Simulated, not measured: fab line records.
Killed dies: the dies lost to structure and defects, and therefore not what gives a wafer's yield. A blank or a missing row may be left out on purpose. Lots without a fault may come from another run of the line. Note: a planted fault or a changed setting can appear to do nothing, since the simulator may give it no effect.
Which tool was responsible? :: flow n5_finfet :: 24 lots, 72 wafers sampled, at 5 steps of a route of 1938

WHAT THE GAUGES SHOWED, per wafer
N5_DUMMY_GATE_CD_MEAS_50: the cd target is 14 nm. Usual: cd_nm reads 13.93 nm (standard deviation 0.27).
lot: L074
measured: day 2 20:55
on: cd_sem-03
cd_nm (nm): 14.11 14.27 14.11
flag: 

lot: L075
measured: day 3 03:01
on: cd_sem-02
cd_nm (nm): 13.93 13.83 14.20
flag: 

lot: L076
measured: day 3 10:37
on: cd_sem-03
cd_nm (nm): 13.71 13.91 14.59
flag: 

lot: L077
measured: day 3 15:25
on: cd_sem-01
cd_nm (nm): 13.99 14.33 13.89
flag: 

lot: L078
measured: day 3 23:31
on: cd_sem-02
cd_nm (nm): 14.31 13.88 14.00
flag: 

lot: L079
measured: day 4 03:53
on: cd_sem-01
cd_nm (nm): 13.78 13.62 14.06
flag: 

lot: L080
measured: day 4 10:55
on: cd_sem-01
cd_nm (nm): 13.69 13.76 14.08
flag: 

lot: L081
measured: day 4 16:14
on: cd_sem-01
cd_nm (nm): 13.83 14.03 13.86
flag: 

lot: L082
measured: day 4 21:29
on: cd_sem-03
cd_nm (nm): 14.20 14.29 14.26
flag: 

lot: L083
measured: day 5 06:18
on: cd_sem-02
cd_nm (nm): 13.89 13.84 13.46
flag: 

lot: L084
measured: day 5 10:55
on: cd_sem-01
cd_nm (nm): 14.15 13.99 13.59
flag: 

lot: L085
measured: day 5 20:12
on: cd_sem-02
cd_nm (nm): 13.90 14.41 14.10
flag: 

lot: L086
measured: day 5 23:50
on: cd_sem-01
cd_nm (nm): 13.72 14.17 14.06
flag: 

lot: L087
measured: day 6 04:56
on: cd_sem-03
cd_nm (nm): 13.82 14.21 13.39
flag: 

lot: L088
measured: day 6 11:53
on: cd_sem-01
cd_nm (nm): 13.59 14.04 13.88
flag: 

lot: L089
measured: day 6 18:08
on: cd_sem-03
cd_nm (nm): 14.41 14.23 14.05
flag: 

lot: L090
measured: day 7 02:31
on: cd_sem-01
cd_nm (nm): 14.02 14.29 13.64
flag: 

lot: L091
measured: day 7 09:39
on: cd_sem-03
cd_nm (nm): 13.83 14.19 13.68
flag: 

lot: L092
measured: day 7 10:20
on: cd_sem-02
cd_nm (nm): 14.31 14.75 14.34
flag: 

lot: L093
measured: day 7 20:40
on: cd_sem-02
cd_nm (nm): 14.15 13.81 13.84
flag: 

lot: L094
measured: day 7 23:28
on: cd_sem-02
cd_nm (nm): 13.35 13.86 13.90
flag: 

lot: L095
measured: day 8 05:00
on: cd_sem-02
cd_nm (nm): 13.77 13.86 13.70
flag: 

lot: L096
measured: day 8 09:54
on: cd_sem-02
cd_nm (nm): 13.57 13.93 13.65
flag: 

lot: L097
measured: day 8 18:43
on: cd_sem-01
cd_nm (nm): 14.00 13.98 13.89
flag: 

N5_SPACER0_INSPECT_04: inspects for defects (darkfield). Usual: raw_defect_count reads 130 (standard deviation 32).
lot: L074
measured: day 2 22:23
on: defect_inspect-02
raw_defect_count: 110 113 127
flag: 

lot: L075
measured: day 3 04:33
on: defect_inspect-01
raw_defect_count: 116 157 61
flag: 

lot: L076
measured: day 3 12:16
on: defect_inspect-02
raw_defect_count: 134 122 100
flag: 

lot: L077
measured: day 3 17:02
on: defect_inspect-01
raw_defect_count: 97 173 68
flag: 

lot: L078
measured: day 4 01:19
on: defect_inspect-02
raw_defect_count: 114 70 104
flag: 

lot: L079
measured: day 4 05:16
on: defect_inspect-02
raw_defect_count: 166 164 141
flag: 

lot: L080
measured: day 4 12:39
on: defect_inspect-02
raw_defect_count: 139 92 123
flag: 

lot: L081
measured: day 4 18:21
on: defect_inspect-01
raw_defect_count: 132 162 99
flag: 

lot: L082
measured: day 4 22:53
on: defect_inspect-02
raw_defect_count: 138 100 126
flag: 

lot: L083
measured: day 5 07:41
on: defect_inspect-02
raw_defect_count: 107 115 139
flag: 

lot: L084
measured: day 5 12:26
on: defect_inspect-02
raw_defect_count: 146 171 178
flag: 

lot: L085
measured: day 5 21:35
on: defect_inspect-02
raw_defect_count: 155 164 87
flag: 

lot: L086
measured: day 6 01:13
on: defect_inspect-01
raw_defect_count: 101 114 80
flag: 

lot: L087
measured: day 6 06:24
on: defect_inspect-01
raw_defect_count: 87 142 103
flag: 

lot: L088
measured: day 6 13:22
on: defect_inspect-01
raw_defect_count: 95 119 106
flag: 

lot: L089
measured: day 6 19:32
on: defect_inspect-01
raw_defect_count: 121 106 123
flag: 

lot: L090
measured: day 7 03:55
on: defect_inspect-02
raw_defect_count: 116 94 123
flag: 

lot: L091
measured: day 7 11:37
on: defect_inspect-01
raw_defect_count: 133 115 112
flag: 

lot: L092
measured: day 7 12:13
on: defect_inspect-02
raw_defect_count: 161 93 142
flag: 

lot: L093
measured: day 7 22:04
on: defect_inspect-01
raw_defect_count: 180 223 215
flag: 

lot: L094
measured: day 8 00:53
on: defect_inspect-02
raw_defect_count: 110 97 168
flag: 

lot: L095
measured: day 8 07:04
on: defect_inspect-01
raw_defect_count: 150 174 164
flag: 

lot: L096
measured: day 8 12:19
on: defect_inspect-02
raw_defect_count: 196 207 139
flag: 

lot: L097
measured: day 8 21:21
on: defect_inspect-02
raw_defect_count: 107 151 108
flag: 

N5_SD_EPI_P_INSPECT_26: inspects for defects (darkfield). Usual: raw_defect_count reads 175 (standard deviation 39).
lot: L074
measured: day 3 07:57
on: defect_inspect-02
raw_defect_count: 164 160 193
flag: 

lot: L075
measured: day 3 14:17
on: defect_inspect-02
raw_defect_count: 186 231 199
flag: 

lot: L076
measured: day 3 21:02
on: defect_inspect-01
raw_defect_count: 172 210 153
flag: 

lot: L077
measured: day 4 01:34
on: defect_inspect-02
raw_defect_count: 148 267 109
flag: 

lot: L078
measured: day 4 10:17
on: defect_inspect-01
raw_defect_count: 175 139 169
flag: 

lot: L079
measured: day 4 13:55
on: defect_inspect-01
raw_defect_count: 166 187 185
flag: 

lot: L080
measured: day 4 21:48
on: defect_inspect-02
raw_defect_count: 254 120 186
flag: 

lot: L081
measured: day 5 05:04
on: defect_inspect-01
raw_defect_count: 145 131 133
flag: 

lot: L082
measured: day 5 07:38
on: defect_inspect-02
raw_defect_count: 287 245 223
flag: 

lot: L083
measured: day 5 16:22
on: defect_inspect-02
raw_defect_count: 157 155 160
flag: 

lot: L084
measured: day 5 22:00
on: defect_inspect-01
raw_defect_count: 181 208 216
flag: 

lot: L085
measured: day 6 08:12
on: defect_inspect-01
raw_defect_count: 148 126 88
flag: 

lot: L086
measured: day 6 09:55
on: defect_inspect-01
raw_defect_count: 192 167 147
flag: 

lot: L087
measured: day 6 15:59
on: defect_inspect-01
raw_defect_count: 125 162 127
flag: 

lot: L088
measured: day 6 23:28
on: defect_inspect-01
raw_defect_count: 143 129 113
flag: 

lot: L089
measured: day 7 05:07
on: defect_inspect-02
raw_defect_count: 217 176 214
flag: 

lot: L090
measured: day 7 14:23
on: defect_inspect-01
raw_defect_count: 145 151 142
flag: 

lot: L091
measured: day 8 00:20
on: defect_inspect-01
raw_defect_count: 210 187 177
flag: 

lot: L092
measured: day 7 21:31
on: defect_inspect-02
raw_defect_count: 206 170 186
flag: 

lot: L093
measured: day 8 06:28
on: defect_inspect-01
raw_defect_count: 133 133 181
flag: 

lot: L094
measured: day 8 09:32
on: defect_inspect-01
raw_defect_count: 99 157 229
flag: 

lot: L095
measured: day 8 15:50
on: defect_inspect-02
raw_defect_count: 251 254 243
flag: 

lot: L096
measured: day 8 21:44
on: defect_inspect-02
raw_defect_count: 238 208 144
flag: 

lot: L097
measured: day 9 05:53
on: defect_inspect-02
raw_defect_count: 133 183 205
flag: 

TOOL THAT RAN EACH LOT (tool first, then ch and the chambers of the sampled wafers, then the start)
lot: L074
N5_DUMMY_GATE_ETCH_31: rie_diel-02 ch 0,1,2, day 2 20:59
N5_SD_EPI_P_STRIP_40: plasma_asher-01 ch 0,1, day 3 05:04

lot: L075
N5_DUMMY_GATE_ETCH_31: rie_diel-06 ch 0,3, day 3 03:05
N5_SD_EPI_P_STRIP_40: plasma_asher-01 ch 0,1, day 3 10:34

lot: L076
N5_DUMMY_GATE_ETCH_31: rie_diel-05 ch 1,3, day 3 10:50
N5_SD_EPI_P_STRIP_40: plasma_asher-01 ch 0,1, day 3 18:09

lot: L077
N5_DUMMY_GATE_ETCH_31: rie_diel-06 ch 0,1, day 3 15:41
N5_SD_EPI_P_STRIP_40: plasma_asher-02 ch 0,1, day 3 22:40

lot: L078
N5_DUMMY_GATE_ETCH_31: rie_diel-05 ch 0,1,3, day 3 23:36
N5_SD_EPI_P_STRIP_40: plasma_asher-01 ch 0,1, day 4 07:25

lot: L079
N5_DUMMY_GATE_ETCH_31: rie_diel-05 ch 0,2,3, day 4 03:56
N5_SD_EPI_P_STRIP_40: plasma_asher-01 ch 0,1, day 4 11:02

lot: L080
N5_DUMMY_GATE_ETCH_31: rie_diel-06 ch 0,1, day 4 11:05
N5_SD_EPI_P_STRIP_40: plasma_asher-02 ch 0,1, day 4 18:55

lot: L081
N5_DUMMY_GATE_ETCH_31: rie_diel-02 ch 1,2,3, day 4 16:20
N5_SD_EPI_P_STRIP_40: plasma_asher-01 ch 1, day 5 01:20

lot: L082
N5_DUMMY_GATE_ETCH_31: rie_diel-02 ch 0,1,2, day 4 21:32
N5_SD_EPI_P_STRIP_40: plasma_asher-02 ch 0,1, day 5 04:44

lot: L083
N5_DUMMY_GATE_ETCH_31: rie_diel-06 ch 0,1, day 5 06:21
N5_SD_EPI_P_STRIP_40: plasma_asher-02 ch 0,1, day 5 13:28

lot: L084
N5_DUMMY_GATE_ETCH_31: rie_diel-02 ch 0,2, day 5 10:58
N5_SD_EPI_P_STRIP_40: plasma_asher-01 ch 0,1, day 5 19:07

lot: L085
N5_DUMMY_GATE_ETCH_31: rie_diel-02 ch 0,2,3, day 5 20:15
N5_SD_EPI_P_STRIP_40: plasma_asher-02 ch 0,1, day 6 04:28

lot: L086
N5_DUMMY_GATE_ETCH_31: rie_diel-02 ch 0,1, day 5 23:53
N5_SD_EPI_P_STRIP_40: plasma_asher-01 ch 0,1, day 6 07:00

lot: L087
N5_DUMMY_GATE_ETCH_31: rie_diel-02 ch 1,3, day 6 04:58
N5_SD_EPI_P_STRIP_40: plasma_asher-01 ch 0,1, day 6 13:07

lot: L088
N5_DUMMY_GATE_ETCH_31: rie_diel-02 ch 0,2, day 6 11:56
N5_SD_EPI_P_STRIP_40: plasma_asher-01 ch 0,1, day 6 19:45

lot: L089
N5_DUMMY_GATE_ETCH_31: rie_diel-02 ch 0,2,3, day 6 18:11
N5_SD_EPI_P_STRIP_40: plasma_asher-01 ch 0,1, day 7 02:14

lot: L090
N5_DUMMY_GATE_ETCH_31: rie_diel-06 ch 1,2,3, day 7 02:34
N5_SD_EPI_P_STRIP_40: plasma_asher-01 ch 0,1, day 7 11:29

lot: L091
N5_DUMMY_GATE_ETCH_31: rie_diel-05 ch 2,3, day 7 09:52
N5_SD_EPI_P_STRIP_40: plasma_asher-01 ch 0, day 7 19:29

lot: L092
N5_DUMMY_GATE_ETCH_31: rie_diel-02 ch 0,1,2, day 7 10:23
N5_SD_EPI_P_STRIP_40: plasma_asher-01 ch 0,1, day 7 18:38

lot: L093
N5_DUMMY_GATE_ETCH_31: rie_diel-02 ch 1,2, day 7 20:43
N5_SD_EPI_P_STRIP_40: plasma_asher-01 ch 0,1, day 8 03:36

lot: L094
N5_DUMMY_GATE_ETCH_31: rie_diel-06 ch 0,1,2, day 7 23:31
N5_SD_EPI_P_STRIP_40: plasma_asher-02 ch 0,1, day 8 06:38

lot: L095
N5_DUMMY_GATE_ETCH_31: rie_diel-06 ch 0,1,2, day 8 05:02
N5_SD_EPI_P_STRIP_40: plasma_asher-01 ch 0,1, day 8 12:56

lot: L096
N5_DUMMY_GATE_ETCH_31: rie_diel-02 ch 0,1,2, day 8 09:57
N5_SD_EPI_P_STRIP_40: plasma_asher-01 ch 0,1, day 8 18:50

lot: L097
N5_DUMMY_GATE_ETCH_31: rie_diel-05 ch 2,3, day 8 18:47
N5_SD_EPI_P_STRIP_40: plasma_asher-02 ch 0,1, day 9 03:00
- N5_DUMMY_GATE_ETCH_31: etches SiO2 in C4F6/O2, target depth 82.5 nm, time 27.5 s.
- N5_SD_EPI_P_STRIP_40: strips in N2/H2.

WHAT THE TOOLS THEMSELVES READ (means of the sampled wafers that have a number; where no wafer has one, the mark that the record gives instead)
N5_DUMMY_GATE_ETCH_31. Usual: drypump_motor_current_A 5.7 A, standard deviation 0.33; oes_ar_750_au 0.77 a.u., standard deviation 0.053; oes_product_au 0.77 a.u., standard deviation 0.057; rf_vpp_V 665 V, standard deviation 4.8; showerhead_plenum_p_Torr 2.84 Torr, standard deviation 0.11; throttle_valve_pct 21.23 %, standard deviation 0.2.
lot: L074
tool: rie_diel-02
drypump_motor_current_A (A): 5.7
oes_ar_750_au (a.u.): 0.80
oes_product_au (a.u.): 0.80
rf_vpp_V (V): 665
showerhead_plenum_p_Torr (Torr): 2.90
throttle_valve_pct (%): 21.19
flag: 

lot: L075
tool: rie_diel-06
drypump_motor_current_A (A): 5.5
oes_ar_750_au (a.u.): 0.75
oes_product_au (a.u.): 0.75
rf_vpp_V (V): 662
showerhead_plenum_p_Torr (Torr): 2.80
throttle_valve_pct (%): 21.08
flag: 

lot: L076
tool: rie_diel-05
drypump_motor_current_A (A): 5.5
oes_ar_750_au (a.u.): 0.70
oes_product_au (a.u.): 0.69
rf_vpp_V (V): 663
showerhead_plenum_p_Torr (Torr): 2.82
throttle_valve_pct (%): 21.38
flag: 

lot: L077
tool: rie_diel-06
drypump_motor_current_A (A): 5.8
oes_ar_750_au (a.u.): 0.81
oes_product_au (a.u.): 0.81
rf_vpp_V (V): 668
showerhead_plenum_p_Torr (Torr): 2.77
throttle_valve_pct (%): 21.41
flag: 

lot: L078
tool: rie_diel-05
drypump_motor_current_A (A): 5.7
oes_ar_750_au (a.u.): 0.72
oes_product_au (a.u.): 0.71
rf_vpp_V (V): 663
showerhead_plenum_p_Torr (Torr): 2.83
throttle_valve_pct (%): 21.32
flag: 

lot: L079
tool: rie_diel-05
drypump_motor_current_A (A): 5.9
oes_ar_750_au (a.u.): 0.73
oes_product_au (a.u.): 0.73
rf_vpp_V (V): 665
showerhead_plenum_p_Torr (Torr): 2.88
throttle_valve_pct (%): 21.13
flag: 

lot: L080
tool: rie_diel-06
drypump_motor_current_A (A): 5.9
oes_ar_750_au (a.u.): 0.80
oes_product_au (a.u.): 0.81
rf_vpp_V (V): 668
showerhead_plenum_p_Torr (Torr): 2.76
throttle_valve_pct (%): 21.43
flag: 

lot: L081
tool: rie_diel-02
drypump_motor_current_A (A): 5.8
oes_ar_750_au (a.u.): 0.80
oes_product_au (a.u.): 0.81
rf_vpp_V (V): 669
showerhead_plenum_p_Torr (Torr): 2.87
throttle_valve_pct (%): 21.22
flag: 

lot: L082
tool: rie_diel-02
drypump_motor_current_A (A): 5.7
oes_ar_750_au (a.u.): 0.78
oes_product_au (a.u.): 0.78
rf_vpp_V (V): 665
showerhead_plenum_p_Torr (Torr): 2.90
throttle_valve_pct (%): 21.21
flag: 

lot: L083
tool: rie_diel-06
drypump_motor_current_A (A): 5.8
oes_ar_750_au (a.u.): 0.82
oes_product_au (a.u.): 0.82
rf_vpp_V (V): 664
showerhead_plenum_p_Torr (Torr): 2.88
throttle_valve_pct (%): 21.30
flag: 

lot: L084
tool: rie_diel-02
drypump_motor_current_A (A): 5.5
oes_ar_750_au (a.u.): 0.77
oes_product_au (a.u.): 0.78
rf_vpp_V (V): 664
showerhead_plenum_p_Torr (Torr): 2.82
throttle_valve_pct (%): 21.07
flag: 

lot: L085
tool: rie_diel-02
drypump_motor_current_A (A): 5.4
oes_ar_750_au (a.u.): 0.77
oes_product_au (a.u.): 0.76
rf_vpp_V (V): 666
showerhead_plenum_p_Torr (Torr): 2.84
throttle_valve_pct (%): 21.12
flag: 

lot: L086
tool: rie_diel-02
drypump_motor_current_A (A): 6.0
oes_ar_750_au (a.u.): 0.78
oes_product_au (a.u.): 0.77
rf_vpp_V (V): 667
showerhead_plenum_p_Torr (Torr): 2.97
throttle_valve_pct (%): 21.36
flag: 

lot: L087
tool: rie_diel-02
drypump_motor_current_A (A): 5.8
oes_ar_750_au (a.u.): 0.78
oes_product_au (a.u.): 0.78
rf_vpp_V (V): 671
showerhead_plenum_p_Torr (Torr): 2.89
throttle_valve_pct (%): 21.30
flag: 

lot: L088
tool: rie_diel-02
drypump_motor_current_A (A): 5.4
oes_ar_750_au (a.u.): 0.75
oes_product_au (a.u.): 0.74
rf_vpp_V (V): 663
showerhead_plenum_p_Torr (Torr): 2.87
throttle_valve_pct (%): 21.11
flag: 

lot: L089
tool: rie_diel-02
drypump_motor_current_A (A): 5.5
oes_ar_750_au (a.u.): 0.76
oes_product_au (a.u.): 0.75
rf_vpp_V (V): 666
showerhead_plenum_p_Torr (Torr): 2.84
throttle_valve_pct (%): 21.13
flag: 

lot: L090
tool: rie_diel-06
drypump_motor_current_A (A): 5.7
oes_ar_750_au (a.u.): 0.73
oes_product_au (a.u.): 0.73
rf_vpp_V (V): 662
showerhead_plenum_p_Torr (Torr): 2.69
throttle_valve_pct (%): 21.38
flag: 

lot: L091
tool: rie_diel-05
drypump_motor_current_A (A): 5.7
oes_ar_750_au (a.u.): 0.88
oes_product_au (a.u.): 0.88
rf_vpp_V (V): 666
showerhead_plenum_p_Torr (Torr): 2.85
throttle_valve_pct (%): 21.01
flag: 

lot: L092
tool: rie_diel-02
drypump_motor_current_A (A): 5.7
oes_ar_750_au (a.u.): 0.77
oes_product_au (a.u.): 0.77
rf_vpp_V (V): 665
showerhead_plenum_p_Torr (Torr): 2.89
throttle_valve_pct (%): 21.23
flag: 

lot: L093
tool: rie_diel-02
drypump_motor_current_A (A): 5.8
oes_ar_750_au (a.u.): 0.79
oes_product_au (a.u.): 0.79
rf_vpp_V (V): 665
showerhead_plenum_p_Torr (Torr): 2.83
throttle_valve_pct (%): 21.19
flag: 

lot: L094
tool: rie_diel-06
drypump_motor_current_A (A): 5.9
oes_ar_750_au (a.u.): 0.77
oes_product_au (a.u.): 0.77
rf_vpp_V (V): 662
showerhead_plenum_p_Torr (Torr): 2.78
throttle_valve_pct (%): 21.43
flag: 

lot: L095
tool: rie_diel-06
drypump_motor_current_A (A): 5.8
oes_ar_750_au (a.u.): 0.77
oes_product_au (a.u.): 0.77
rf_vpp_V (V): 662
showerhead_plenum_p_Torr (Torr): 2.78
throttle_valve_pct (%): 21.43
flag: 

lot: L096
tool: rie_diel-02
drypump_motor_current_A (A): 5.7
oes_ar_750_au (a.u.): 0.76
oes_product_au (a.u.): 0.76
rf_vpp_V (V): 664
showerhead_plenum_p_Torr (Torr): 2.88
throttle_valve_pct (%): 21.24
flag: 

lot: L097
tool: rie_diel-05
drypump_motor_current_A (A): 5.7
oes_ar_750_au (a.u.): 0.86
oes_product_au (a.u.): 0.86
rf_vpp_V (V): 666
showerhead_plenum_p_Torr (Torr): 2.85
throttle_valve_pct (%): 21.01
flag: 

N5_SD_EPI_P_STRIP_40. Usual: drypump_motor_current_A 5.4 A, standard deviation 0.48; h2_flow_sccm 3250 sccm, standard deviation 8.4; heater_power_w 338 W, standard deviation 22; n2_flow_sccm 1750 sccm, standard deviation 5.2; oes_product_au 0.761 a.u., standard deviation 0.0098.
lot: L074
tool: plasma_asher-01
drypump_motor_current_A (A): 5.7
h2_flow_sccm (sccm): 3252
heater_power_w (W): 342
n2_flow_sccm (sccm): 1749
oes_product_au (a.u.): 0.759
flag: 

lot: L075
tool: plasma_asher-01
drypump_motor_current_A (A): 5.3
h2_flow_sccm (sccm): 3249
heater_power_w (W): 338
n2_flow_sccm (sccm): 1749
oes_product_au (a.u.): 0.761
flag: 

lot: L076
tool: plasma_asher-01
drypump_motor_current_A (A): 5.7
h2_flow_sccm (sccm): 3245
heater_power_w (W): 354
n2_flow_sccm (sccm): 1744
oes_product_au (a.u.): 0.768
flag: 

lot: L077
tool: plasma_asher-02
drypump_motor_current_A (A): 5.5
h2_flow_sccm (sccm): 3251
heater_power_w (W): 314
n2_flow_sccm (sccm): 1753
oes_product_au (a.u.): 0.755
flag: 

lot: L078
tool: plasma_asher-01
drypump_motor_current_A (A): 5.7
h2_flow_sccm (sccm): 3244
heater_power_w (W): 346
n2_flow_sccm (sccm): 1748
oes_product_au (a.u.): 0.770
flag: 

lot: L079
tool: plasma_asher-01
drypump_motor_current_A (A): 5.6
h2_flow_sccm (sccm): 3252
heater_power_w (W): 353
n2_flow_sccm (sccm): 1752
oes_product_au (a.u.): 0.767
flag: 

lot: L080
tool: plasma_asher-02
drypump_motor_current_A (A): 5.3
h2_flow_sccm (sccm): 3243
heater_power_w (W): 330
n2_flow_sccm (sccm): 1752
oes_product_au (a.u.): 0.763
flag: 

lot: L081
tool: plasma_asher-01
drypump_motor_current_A (A): 6.0
h2_flow_sccm (sccm): 3243
heater_power_w (W): 362
n2_flow_sccm (sccm): 1746
oes_product_au (a.u.): 0.764
flag: 

lot: L082
tool: plasma_asher-02
drypump_motor_current_A (A): 5.2
h2_flow_sccm (sccm): 3253
heater_power_w (W): 330
n2_flow_sccm (sccm): 1750
oes_product_au (a.u.): 0.770
flag: 

lot: L083
tool: plasma_asher-02
drypump_motor_current_A (A): 5.5
h2_flow_sccm (sccm): 3244
heater_power_w (W): 310
n2_flow_sccm (sccm): 1751
oes_product_au (a.u.): 0.765
flag: 

lot: L084
tool: plasma_asher-01
drypump_motor_current_A (A): 5.7
h2_flow_sccm (sccm): 3243
heater_power_w (W): 346
n2_flow_sccm (sccm): 1756
oes_product_au (a.u.): 0.763
flag: 

lot: L085
tool: plasma_asher-02
drypump_motor_current_A (A): 5.2
h2_flow_sccm (sccm): 3251
heater_power_w (W): 337
n2_flow_sccm (sccm): 1756
oes_product_au (a.u.): 0.769
flag: 

lot: L086
tool: plasma_asher-01
drypump_motor_current_A (A): 5.3
h2_flow_sccm (sccm): 3253
heater_power_w (W): 341
n2_flow_sccm (sccm): 1749
oes_product_au (a.u.): 0.755
flag: 

lot: L087
tool: plasma_asher-01
drypump_motor_current_A (A): 5.7
h2_flow_sccm (sccm): 3249
heater_power_w (W): 349
n2_flow_sccm (sccm): 1755
oes_product_au (a.u.): 0.757
flag: 

lot: L088
tool: plasma_asher-01
drypump_motor_current_A (A): 5.7
h2_flow_sccm (sccm): 3255
heater_power_w (W): 347
n2_flow_sccm (sccm): 1746
oes_product_au (a.u.): 0.763
flag: 

lot: L089
tool: plasma_asher-01
drypump_motor_current_A (A): 5.6
h2_flow_sccm (sccm): 3247
heater_power_w (W): 355
n2_flow_sccm (sccm): 1750
oes_product_au (a.u.): 0.765
flag: 

lot: L090
tool: plasma_asher-01
drypump_motor_current_A (A): 5.6
h2_flow_sccm (sccm): 3248
heater_power_w (W): 345
n2_flow_sccm (sccm): 1748
oes_product_au (a.u.): 0.759
flag: 

lot: L091
tool: plasma_asher-01
drypump_motor_current_A (A): 4.9
h2_flow_sccm (sccm): 3257
heater_power_w (W): 325
n2_flow_sccm (sccm): 1750
oes_product_au (a.u.): 0.767
flag: 

lot: L092
tool: plasma_asher-01
drypump_motor_current_A (A): 5.6
h2_flow_sccm (sccm): 3257
heater_power_w (W): 352
n2_flow_sccm (sccm): 1749
oes_product_au (a.u.): 0.771
flag: 

lot: L093
tool: plasma_asher-01
drypump_motor_current_A (A): 5.3
h2_flow_sccm (sccm): 3243
heater_power_w (W): 337
n2_flow_sccm (sccm): 1754
oes_product_au (a.u.): 0.760
flag: 

lot: L094
tool: plasma_asher-02
drypump_motor_current_A (A): 5.5
h2_flow_sccm (sccm): 3245
heater_power_w (W): 319
n2_flow_sccm (sccm): 1749
oes_product_au (a.u.): 0.750
flag: 

lot: L095
tool: plasma_asher-01
drypump_motor_current_A (A): 5.7
h2_flow_sccm (sccm): 3251
heater_power_w (W): 355
n2_flow_sccm (sccm): 1753
oes_product_au (a.u.): 0.754
flag: 

lot: L096
tool: plasma_asher-01
drypump_motor_current_A (A): 5.3
h2_flow_sccm (sccm): 3251
heater_power_w (W): 343
n2_flow_sccm (sccm): 1749
oes_product_au (a.u.): 0.767
flag: 

lot: L097
tool: plasma_asher-02
drypump_motor_current_A (A): 5.3
h2_flow_sccm (sccm): 3255
heater_power_w (W): 334
n2_flow_sccm (sccm): 1754
oes_product_au (a.u.): 0.765
flag: 

THE ANSWER, worked out from the rows above alone
Rule: a lot is off if the mean of its wafers that have a number lies more than 3 standard deviations from the usual mean. Also off: a lot with no number at a reading for which 4 or more lots have one. Any other lot the step has rows for is counted as sound. After the gauges, taken in route order, come the tools' own readings; for these a lot's mean is taken, as printed above. At the first step where some lot is off, the reading lying furthest off is the one used; lots without a number count as furthest.
No lot is off at any reading shown: from this, nothing can be told.

WHAT THE SIMULATOR PUT IN
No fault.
